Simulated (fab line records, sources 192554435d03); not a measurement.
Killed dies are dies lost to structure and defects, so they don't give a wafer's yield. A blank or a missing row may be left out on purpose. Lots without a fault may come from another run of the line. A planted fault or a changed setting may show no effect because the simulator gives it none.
Split-lot experiment | flow n5_finfet | 7 lots, 21 wafers read, on a route of 1938 steps

THE SPLIT
At N5_BEOL_M10_COAT_63 (time 60 s, resist thk 100 nm), the setting spin_rpm was moved away from the recipe's 1500 rpm on 9 of the 21 wafers read, by -9.4% to +10.0%. The other wafers ran this setting at the recipe's value.

The reading is taken at the split's own step.

THE READING
SOC_of_BEOL_M10_COAT_63.thk_nm (the simulator's own value, which no gauge read), in nm, at N5_BEOL_M10_COAT_63 (time 60 s, resist thk 100 nm). The file gives no usual value for it. The 12 wafers here that ran the recipe average 99.9 nm, standard deviation 0.44 nm.

wafer  | tool, chamber at the split | spin_rpm as run, rpm | against the recipe | SOC_of_BEOL_M10_COAT_63.thk_nm, nm | against lot-mates on the recipe
L078.3 | litho_track-01, 0          | 1500                 | recipe             | 99.2                               | -
L078.4 | litho_track-01, 0          | 1416                 | -5.6%              | 102.2                              | +3.0
L078.6 | litho_track-01, 0          | 1416                 | -5.6%              | 102.2                              | +3.0
L080.1 | litho_track-04, 0          | 1579                 | +5.3%              | 97.4                               | -2.6
L080.6 | litho_track-04, 0          | 1579                 | +5.3%              | 97.4                               | -2.6
L080.2 | litho_track-04, 0          | 1500                 | recipe             | 100                                | -
L082.1 | litho_track-01, 0          | 1500                 | recipe             | 100                                | -
L082.3 | litho_track-01, 0          | 1500                 | recipe             | 99.6                               | -
L082.6 | litho_track-01, 0          | 1500                 | recipe             | 99.6                               | -
L084.2 | litho_track-01, 0          | 1359                 | -9.4%              | 104.6                              | +5.4
L084.3 | litho_track-01, 0          | 1359                 | -9.4%              | 104.4                              | +5.2
L084.4 | litho_track-01, 0          | 1500                 | recipe             | 99.2                               | -
L087.2 | litho_track-04, 0          | 1500                 | recipe             | 100                                | -
L087.3 | litho_track-04, 0          | 1500                 | recipe             | 100                                | -
L087.6 | litho_track-04, 0          | 1500                 | recipe             | 100                                | -
L093.1 | litho_track-01, 0          | 1650                 | +10.0%             | 95.8                               | -4.6
L093.3 | litho_track-01, 0          | 1500                 | recipe             | 100.2                              | -
L093.6 | litho_track-01, 0          | 1500                 | recipe             | 100.6                              | -
L094.2 | litho_track-01, 0          | 1500                 | recipe             | 100.6                              | -
L094.3 | litho_track-01, 0          | 1367                 | -8.9%              | 105.2                              | +4.6
L094.5 | litho_track-01, 0          | 1367                 | -8.9%              | 105.2                              | +4.6

THE FIT
A straight line over all 21 wafers: SOC_of_BEOL_M10_COAT_63.thk_nm changes by -0.49 nm for each +1% of spin_rpm; r = -0.98; the points scatter about the line by 0.51 nm.
The same after taking each lot's own level away (the mean of its wafers on the recipe; 21 wafers): -0.517 nm for each +1%; r = -1.00; scatter 0.2 nm.
On that fit, the largest move of spin_rpm shifts the reading by 5.2 nm.
The lots' own levels span 99.20 to 100.60 nm, that is 3.2 times the standard deviation above.
So the lot-to-lot level changes the slope little: the two slopes agree.
Check: with one of the wafers moved furthest among these (+10.0%) left out of the fit, the line predicts -5.28 nm for it against its lot-mates. It came out at -4.6 nm against them.

OTHER SPLITS ON THESE WAFERS
These wafers also went through other splits before the reading. Each is held against what the fit with the lots' levels taken away leaves over:
other split on the same wafers   | wafers away from the commonest value | r with SOC_of_BEOL_M10_COAT_63.thk_nm (lot level and that fit taken away)
N5_BEOL_M4_DEP_57 time_s         | 7                                    | -0.18
N5_BEOL_M5_COAT_65 spin_rpm      | 2                                    | +0.03
N5_BEOL_M5_COAT_74 spin_rpm      | 5                                    | -0.42
N5_BEOL_M8_ETCH_61 bias_w        | 5                                    | +0.14
N5_BEOL_M8_ETCH_65 source_w      | 9                                    | -0.10
N5_BEOL_M8_TRENCH_ETCH_37 time_s | 8                                    | -0.25

THE FILE'S OWN FIT
SOC_of_BEOL_M10_COAT_63.thk_nm changes by -0.512 nm for each +1% of spin_rpm, r = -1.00.
